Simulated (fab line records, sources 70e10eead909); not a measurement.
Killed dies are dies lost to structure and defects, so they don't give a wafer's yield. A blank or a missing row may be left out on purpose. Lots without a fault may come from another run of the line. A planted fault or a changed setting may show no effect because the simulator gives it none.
fab line records | flow nand_harc | part 1 of 2: steps 1 to 4 of 6
record lots=23 wafers=69 last_day=25
route steps=1159 shown P_ZERO_WELL@16 P_GATE@148 P_CONTACT@237
lots that met no fault: from a run of the same line without faults
start_h: hours from the record's first day to the start of the lot's first wafer shown | wait_h: hours since the lot's step before | " the same as in the row above | L1.1+2: a row that stands for several wafers | - no value, or no start given | * or withheld: withheld | < > ~ a bound
route shown NAME@n: a module of which the file shows steps, and the number in the route of the first | usual: mean/standard deviation of fault-free wafers | same: alike in all rows | chamber/n: place in a boat | sites: the reading at each site | _std_site: their standard deviation | _edge_site: outer sites' mean less inner sites' | radius_mm: how far each site lies from the wafer's centre | mask NAME#n: copy n | behind: the tool/chamber that last shaped the wafer | hold: why the lot was held/for how many hours/how that ended | device: the transistor (n, p or np) that didn't switch | end of line: the same wafers' tests at the end of the route | a step without rows: its recipe alone | killed: dies lost to structure and defects at the first sort, not the wafer's yield | map: a wafer's dies, x killed, . not, _ none there
set.NAME: the setting as run; set.NAME@STEP: as run at that earlier step | model.NAME: the simulator's own value behind a step, which no gauge read
steps of the route over a sample of lots; a table a step, a row a wafer
services: from which hour (start_h, from the record's first day; less than 0 if before it) a tool's chamber was out of use, for how many hours, and why
## steps
# step NHARC_P_ZERO_WELL_DESCUM_13
# recipe time_s=3 o2_flow_sccm=200 ar_flow_sccm=0 bias_power_w=0 chemistry=O2
# usual drypump_motor_current_A=5.5/0.4 oes_product_au=0.999/0.011 rf_vpp_V=57.7/0.94 showerhead_plenum_p_Torr=1.91/0.083 throttle_valve_pct=11.312/0.0094
# columns lot.wafer tool chamber start_h wait_h drypump_motor_current_A oes_product_au rf_hours_counter_h rf_vpp_V showerhead_plenum_p_Torr throttle_valve_pct
L074.1 rie_diel-07 2 13.29 - 5.4 0.998 9 59.0 1.93 11.315
L074.2 " 3 " " 6.3 0.994 10 57.1 1.83 11.321
L074.5 " 2 " " 5.4 1.010 - 56.7 1.93 11.290
L075.4 rie_diel-07 3 19.46 - 6.3 0.995 10 56.9 1.83 11.297
L075.2 " 0 " " 5.1 0.986 10 58.4 1.92 11.310
L075.1 " 1 " " 5.4 1.000 10 56.8 1.81 11.307
L076.1 rie_diel-05 1 25.29 - 5.3 0.997 3 58.2 1.84 11.332
L076.5 " 3 " " 5.1 0.997 - 56.7 2.03 11.308
L076.6 " 0 " " 5.5 1.012 - 59.0 1.97 11.311
L077.1 rie_diel-07 2 31.39 - 5.4 1.003 11 57.4 1.93 11.317
L077.3 " 3 " " 6.4 0.992 12 57.1 1.83 11.318
L077.6 " 3 " " 6.3 0.986 - 57.0 1.83 11.303
L078.3 rie_diel-05 1 37.41 - 5.3 0.992 4 57.5 1.84 11.318
L078.4 " 2 " " 5.1 0.995 4 57.2 2.05 11.313
L078.5 " 0 " " 5.5 1.018 - 57.9 1.97 11.291
L079.1 rie_diel-07 0 43.41 - 5.1 0.989 12 58.5 1.92 11.295
L079.6 " 0 " " 5.1 0.984 - 58.0 1.92 11.314
L079.4 " 2 " " 5.4 0.998 - 57.8 1.93 11.290
L080.1 rie_diel-07 2 49.42 - 5.4 1.002 13 59.0 1.93 11.310
L080.6 " 3 " " 6.3 0.995 - 57.7 1.83 11.320
L080.5 " 0 " " 5.1 0.988 - 57.6 1.92 11.320
L081.2 rie_diel-05 1 55.40 - 5.3 0.996 5 57.0 1.84 11.306
L081.3 " 2 " " 5.1 1.009 5 58.3 2.05 11.310
L081.4 " 0 " " 5.4 1.033 4 57.0 1.97 11.314
L082.3 rie_diel-07 2 61.40 - 5.4 1.000 0 57.4 1.93 11.314
L082.2 " 3 " " 6.3 0.986 0 56.9 1.83 11.293
L082.5 " 2 " " 5.4 1.005 - 58.5 1.93 11.308
L083.3 rie_diel-05 0 67.54 - 5.5 1.022 5 57.8 1.97 11.318
L083.2 " 3 " " 5.1 1.003 6 58.5 2.03 11.311
L083.5 " 0 " " 5.5 1.014 - 56.8 1.97 11.307
L084.1 rie_diel-05 2 73.53 - 5.2 0.995 7 60.0 2.05 11.312
L084.4 " 3 " " 5.2 0.996 7 57.7 2.03 11.296
L084.6 " 1 " " 5.3 0.986 - 56.7 1.84 11.302
L086.1 rie_diel-07 1 85.43 - 5.4 1.005 2 56.7 1.81 11.317
L086.5 " 2 " " 5.4 1.011 - 58.6 1.93 11.321
L086.6 " 3 " " 6.3 0.990 - 58.2 1.83 11.315
L087.1 rie_diel-07 1 91.57 - 5.4 0.990 2 56.5 1.81 11.313
L087.3 " 3 " " 6.3 0.993 1 58.7 1.83 11.317
L087.5 " 1 " " 5.3 0.978 - 56.8 1.81 11.314
L088.3 rie_diel-07 1 97.89 - 5.4 1.006 3 56.8 1.81 11.300
L088.6 " 2 " " 5.4 1.009 - 58.0 1.93 11.313
L088.5 " 3 " " 6.3 0.997 - 57.0 1.83 11.313
L089.1 rie_diel-07 3 103.42 - 6.3 0.989 3 55.9 1.83 11.322
L089.3 " 1 " " 5.4 0.995 3 57.0 1.81 11.306
L089.6 " 3 " " 6.3 0.994 - 56.6 1.83 11.322
L090.2 rie_diel-13 0 109.41 - 5.8 1.005 0 57.7 1.84 11.312
L090.1 " 3 " " 5.5 0.997 0 56.5 1.80 11.323
L090.6 " 0 " " 5.8 0.992 - 57.2 1.84 11.294
L091.1 rie_diel-07 3 115.80 - 6.3 0.988 3 58.5 1.83 11.299
L091.4 " 1 " " 5.4 0.996 4 56.0 1.81 11.316
L091.3 " 2 " " 5.4 1.017 4 57.5 1.93 11.297
L092.4 rie_diel-13 0 121.32 - 5.8 0.999 1 57.9 1.84 11.311
L092.2 " 3 " " 5.6 0.999 1 58.0 1.80 11.317
L092.5 " 0 " " 5.8 0.991 - 56.8 1.84 11.290
L093.4 rie_diel-13 1 127.31 - 5.1 0.981 1 57.5 1.80 11.315
L093.6 " 1 " " 5.1 0.998 - 58.2 1.80 11.306
L093.5 " 2 " " 5.3 1.006 - 56.5 2.00 11.328
L094.4 rie_diel-13 1 133.39 - 5.2 0.992 1 57.8 1.80 11.306
L094.3 " 0 " " 5.8 0.989 1 56.7 1.84 11.308
L094.5 " 1 " " 5.1 0.992 - 57.1 1.80 11.306
L095.1 rie_diel-05 2 139.31 - 5.1 0.996 10 58.4 2.05 11.298
L095.2 " 3 " " 5.1 1.001 12 57.3 2.02 11.321
L095.4 " 2 " " 5.1 1.008 - 58.1 2.05 11.322
L096.3 rie_diel-05 0 145.31 - 5.5 1.015 11 58.5 1.97 11.308
L096.6 " 3 " " 5.2 0.990 - 58.5 2.02 11.324
L096.5 " 0 " " 5.5 1.014 - 56.5 1.97 11.302
L097.1 rie_diel-07 3 151.42 - 6.3 1.000 7 59.2 1.83 11.311
L097.5 " 1 " " 5.4 0.992 - 55.9 1.81 11.328
L097.6 " 0 " " 5.1 1.000 - 59.3 1.92 11.314
# step NHARC_P_ZERO_WELL_CD_MEAS_37
# recipe target_cd_nm=720 landing_energy_ev=500
# usual cd_nm=720.3/1.9
# columns lot.wafer tool chamber start_h wait_h cd_nm
L074.1 cd_sem-02 0 15.99 - 721.3
L074.2 " 0 " " 722.6
L074.5 " 0 " " 720.0
L075.1 cd_sem-02 0 22.16 - 717.7
L075.2 " 0 " " 719.8
L075.4 " 0 " " 718.3
L076.1 cd_sem-02 0 28.12 - 719.6
L076.5 " 0 " " 720.0
L076.6 " 0 " " 721.8
L077.1 cd_sem-02 0 34.09 - 720.9
L077.3 " 0 " " 723.7
L077.6 " 0 " " 723.5
L078.3 cd_sem-01 0 40.24 - 717.4
L078.4 " 0 " " 719.2
L078.5 " 0 " " 716.5
L079.1 cd_sem-02 0 46.15 - 719.3
L079.4 " 0 " " 721.7
L079.6 " 0 " " 721.6
L080.1 cd_sem-03 0 52.13 - 718.5
L080.5 " 0 " " 719.4
L080.6 " 0 " " 721.3
L081.2 cd_sem-03 0 58.10 - 720.5
L081.3 " 0 " " 724.2
L081.4 " 0 " " 720.7
L082.2 cd_sem-02 0 64.23 - 722.0
L082.3 " 0 " " 718.6
L082.5 " 0 " " 719.1
L083.2 cd_sem-01 0 70.13 - 721.8
L083.3 " 0 " " 720.3
L083.5 " 0 " " 718.2
L084.1 cd_sem-03 0 76.42 - 721.3
L084.4 " 0 " " 722.6
L084.6 " 0 " " 718.2
L086.1 cd_sem-03 0 88.30 - 720.3
L086.5 " 0 " " 719.7
L086.6 " 0 " " 721.2
L087.1 cd_sem-01 0 94.38 - 722.2
L087.3 " 0 " " 718.2
L087.5 " 0 " " 716.1
L088.3 cd_sem-01 0 100.69 - 717.0
L088.5 " 0 " " 722.9
L088.6 " 0 " " 722.2
L089.1 cd_sem-01 0 106.26 - 720.0
L089.3 " 0 " " 722.0
L089.6 " 0 " " 718.6
L090.1 cd_sem-03 0 112.12 - 721.4
L090.2 " 0 " " 723.2
L090.6 " 0 " " 722.8
L091.1 cd_sem-03 0 118.52 - 718.4
L091.3 " 0 " " 722.1
L091.4 " 0 " " 721.4
L092.2 cd_sem-02 0 123.89 - 719.5
L092.4 " 0 " " 719.5
L092.5 " 0 " " 722.0
L093.4 cd_sem-02 0 130.03 - 719.8
L093.5 " 0 " " 720.0
L093.6 " 0 " " 718.9
L094.3 cd_sem-01 0 136.10 - 721.6
L094.4 " 0 " " 719.2
L094.5 " 0 " " 723.8
L095.1 cd_sem-03 0 142.17 - 721.0
L095.2 " 0 " " 720.3
L095.4 " 0 " " 720.2
L096.3 cd_sem-03 0 148.05 - 721.2
L096.5 " 0 " " 720.9
L096.6 " 0 " " 718.8
L097.1 cd_sem-01 0 154.16 - 721.6
L097.5 " 0 " " 719.3
L097.6 " 0 " " 718.4
# step NHARC_P_GATE_ETCH_114
# recipe target_depth_a=300 overetch_a=30 time_s=16.5 ion_energy_ev=100 cf4_flow_sccm=80 o2_flow_sccm=20 ar_flow_sccm=0 rf_w=300 bias_w=100 chemistry=CF4/O2
# usual drypump_motor_current_A=5.6/0.35 oes_product_au=0.997/0.011 rf_fwd_power_W=293.5/1.6 rf_vpp_V=198.3/1.1 showerhead_plenum_p_Torr=1.36/0.034 throttle_valve_pct=13.397/0.0087
# columns lot.wafer tool chamber start_h wait_h drypump_motor_current_A oes_product_au rf_fwd_power_W rf_hours_counter_h rf_vpp_V showerhead_plenum_p_Torr throttle_valve_pct
L074.2 rie_diel-02 2 - - 6.1 0.988 291.3 20 196.8 1.31 13.405
L074.1 " 1 " " 5.5 1.004 291.9 19 198.6 1.40 13.399
L074.5 " 1 " " 5.5 0.995 292.3 - 197.4 1.40 13.387
L075.1 rie_diel-04 1 - - 5.6 1.000 296.3 49 201.6 1.39 13.398
L075.4 " 3 " " 5.7 1.022 294.4 53 197.6 1.34 13.388
L075.2 " 0 " " 5.5 1.001 294.2 53 198.7 1.37 13.400
L076.1 rie_diel-02 2 - - 6.2 0.976 292.2 23 197.5 1.31 13.396
L076.5 " 0 " " 5.5 1.004 295.8 - 198.1 1.34 13.384
L076.6 " 2 " " 6.2 0.980 292.3 - 196.4 1.31 13.410
L077.1 rie_diel-04 1 - - 5.7 1.009 295.3 56 199.6 1.39 13.388
L077.3 " 3 " " 5.7 1.020 292.2 58 197.9 1.34 13.404
L077.6 " 2 " " 6.1 1.004 295.3 - 196.5 1.36 13.394
L079.4 rie_diel-02 1 - - 5.5 0.993 292.9 24 199.0 1.40 13.393
L079.1 " 3 " " 5.1 0.995 291.6 21 198.3 1.38 13.405
L079.6 " 2 " " 6.1 0.980 292.8 - 197.7 1.31 13.407
L078.4 rie_diel-02 2 - - 6.1 0.981 292.7 25 196.5 1.31 13.402
L078.3 " 0 " " 5.5 0.997 296.5 25 197.5 1.34 13.412
L078.5 " 2 " " 6.1 0.970 292.4 - 197.5 1.31 13.398
L081.4 rie_diel-02 2 - - 6.1 0.980 291.0 29 198.8 1.31 13.391
L081.3 " 3 " " 5.1 1.003 292.4 25 199.2 1.38 13.414
L081.2 " 1 " " 5.5 0.989 292.7 28 197.7 1.40 13.407
L082.3 rie_diel-02 1 - - 5.5 0.992 292.4 28 198.5 1.40 13.400
L082.2 " 0 " " 5.5 1.000 296.7 28 196.5 1.34 13.398
L082.5 " 1 " " 5.5 0.990 292.9 - 199.0 1.40 13.406
L080.1 rie_diel-02 2 - - 6.1 0.974 292.1 29 197.7 1.31 13.393
L080.5 " 0 " " 5.4 0.990 295.0 - 196.8 1.34 13.390
L080.6 " 1 " " 5.5 0.988 293.2 - 197.9 1.40 13.407
L083.3 rie_diel-04 0 - - 5.5 1.009 293.6 7 197.8 1.36 13.408
L083.2 " 1 " " 5.6 0.998 295.9 9 199.0 1.39 13.396
L083.5 " 1 " " 5.6 1.008 294.2 - 199.8 1.39 13.387
L084.4 rie_diel-08 2 - - 5.5 0.988 292.9 4 198.6 1.42 13.379
L084.1 " 3 " " 6.1 1.004 293.5 3 199.8 1.40 13.394
L084.6 " 0 " " 5.2 1.019 293.5 - 197.9 1.32 13.356
L086.1 rie_diel-02 3 - - 5.1 0.996 292.8 1 197.6 1.37 13.393
L086.5 " 1 " " 5.5 0.999 290.1 - 199.1 1.40 13.413
L086.6 " 2 " " 6.2 0.976 292.0 - 195.7 1.31 13.388
L087.3 rie_diel-08 0 - - 5.2 1.032 293.5 11 195.3 1.32 13.408
L087.1 " 1 " " 5.7 0.998 293.7 13 198.3 1.42 13.390
L087.5 " 0 " " 5.2 1.019 292.8 - 198.0 1.32 13.394
L088.3 rie_diel-02 2 - - 6.1 0.981 293.2 2 197.8 1.31 13.389
L088.6 " 1 " " 5.5 1.007 292.9 - 200.2 1.40 13.395
L088.5 " 2 " " 6.1 0.988 293.1 - 197.6 1.31 13.393
L089.3 rie_diel-02 3 - - 5.1 1.000 294.1 4 197.5 1.37 13.397
L089.1 " 0 " " 5.5 0.988 295.5 4 197.5 1.34 13.397
L089.6 " 3 " " 5.1 1.006 292.7 - 199.4 1.37 13.402
L090.1 rie_diel-04 0 - - 5.5 1.007 292.6 22 197.8 1.36 13.396
L090.2 " 1 " " 5.6 1.007 296.4 27 196.6 1.38 13.390
L090.6 " 0 " " 5.6 1.007 293.1 - 196.7 1.36 13.403
L091.1 rie_diel-02 2 - - 6.2 0.985 293.2 6 197.0 1.31 13.399
L091.4 " 3 " " 5.1 0.992 293.1 6 198.6 1.37 13.397
L091.3 " 0 " " 5.4 1.009 297.4 6 197.8 1.34 13.394
L093.4 rie_diel-02 2 - - 6.1 0.995 293.2 7 197.0 1.31 13.386
L093.5 " 1 " " 5.5 1.002 291.6 - 199.5 1.40 13.416
L093.6 " 2 " " 6.1 0.985 293.2 - 196.6 1.31 13.397
L092.2 rie_diel-04 2 - - 6.1 0.987 294.1 33 198.7 1.35 13.394
L092.4 " 3 " " 5.7 1.010 291.1 28 197.9 1.33 13.405
L092.5 " 1 " " 5.6 0.999 295.6 - 197.4 1.38 13.401
L095.1 rie_diel-02 0 - - 5.5 0.992 297.5 10 198.2 1.34 13.411
L095.4 " 1 " " 5.5 1.004 293.9 11 198.2 1.40 13.405
L095.2 " 2 " " 6.1 0.993 293.7 10 198.4 1.31 13.406
L094.4 rie_diel-08 2 - - 5.4 0.998 292.7 32 196.7 1.41 13.390
L094.3 " 1 " " 5.7 1.012 292.5 26 198.6 1.42 13.411
L094.5 " 2 " " 5.5 0.999 291.8 - 198.1 1.41 13.400
L096.3 rie_diel-08 2 - - 5.5 0.995 294.0 34 199.6 1.41 13.400
L096.6 " 2 " " 5.5 0.992 292.6 - 199.1 1.41 13.387
L096.5 " 3 " " 6.2 1.003 294.5 - 197.7 1.39 13.389
L097.1 rie_diel-02 2 - - 6.1 0.987 293.0 12 198.3 1.31 13.399
L097.6 " 2 " " 6.1 0.983 291.8 - 198.9 1.31 13.400
L097.5 " 3 " " 5.1 0.995 292.1 - 198.7 1.37 13.387
# step NHARC_P_GATE_CD_MEAS_91
# recipe target_cd_nm=2000 landing_energy_ev=500
# usual cd_nm=2000.3/1.9
# columns lot.wafer tool chamber start_h wait_h cd_nm
L074.1 cd_sem-02 0 109.32 - 1997.3
L074.2 " 0 " " 2000.8
L074.5 " 0 " " 1999.2
L075.1 cd_sem-02 0 109.94 - 1998.0
L075.2 " 0 " " 2002.3
L075.4 " 0 " " 1998.9
L076.1 cd_sem-02 0 123.26 - 1999.7
L076.5 " 0 " " 1999.8
L076.6 " 0 " " 2001.0
L077.1 cd_sem-01 0 124.62 - 2000.2
L077.3 " 0 " " 1996.9
L077.6 " 0 " " 2001.2
L079.1 cd_sem-02 0 129.57 - 1998.8
L079.4 " 0 " " 1999.0
L079.6 " 0 " " 1996.6
L078.3 cd_sem-01 0 129.95 - 2001.1
L078.4 " 0 " " 2000.9
L078.5 " 0 " " 1999.3
L081.2 cd_sem-01 0 147.30 - 1995.5
L081.3 " 0 " " 1998.7
L081.4 " 0 " " 1997.5
L082.2 cd_sem-02 0 147.71 - 2001.3
L082.3 " 0 " " 2000.2
L082.5 " 0 " " 2001.0
L080.1 cd_sem-02 0 148.24 - 2000.9
L080.5 " 0 " " 2001.7
L080.6 " 0 " " 2000.5
L083.2 cd_sem-02 0 158.68 - 2003.2
L083.3 " 0 " " 2003.2
L083.5 " 0 " " 2004.2
L084.1 cd_sem-02 0 159.30 - 1999.4
L084.4 " 0 " " 1998.6
L084.6 " 0 " " 1998.7
L086.1 cd_sem-01 0 183.86 - 2003.9
L086.5 " 0 " " 2002.4
L086.6 " 0 " " 2002.7
L087.1 cd_sem-01 0 184.52 - 1999.8
L087.3 " 0 " " 1999.3
L087.5 " 0 " " 1997.7
L088.3 cd_sem-02 0 190.56 - 1998.1
L088.5 " 0 " " 1998.7
L088.6 " 0 " " 1997.7
L089.1 cd_sem-01 0 195.84 - 2001.6
L089.3 " 0 " " 2001.7
L089.6 " 0 " " 1998.7
L090.1 cd_sem-01 0 203.56 - 2002.0
L090.2 " 0 " " 1999.5
L090.6 " 0 " " 2000.6
L091.1 cd_sem-01 0 208.96 - 2000.1
L091.3 " 0 " " 1999.4
L091.4 " 0 " " 1999.5
L093.4 cd_sem-03 0 213.97 - 1998.9
L093.5 " 0 " " 1997.5
L093.6 " 0 " " 1998.6
L092.2 cd_sem-01 0 214.91 - 2000.0
L092.4 " 0 " " 1999.4
L092.5 " 0 " " 2001.6
L095.1 cd_sem-03 0 231.32 - 2003.1
L095.2 " 0 " " 2002.6
L095.4 " 0 " " 2001.6
L094.3 cd_sem-03 0 231.97 - 2003.0
L094.4 " 0 " " 2003.2
L094.5 " 0 " " 2003.9
L096.3 cd_sem-01 0 238.28 - 2000.4
L096.5 " 0 " " 2003.2
L096.6 " 0 " " 2001.6
L097.1 cd_sem-02 0 238.84 - 2002.0
L097.5 " 0 " " 2000.1
L097.6 " 0 " " 2000.6
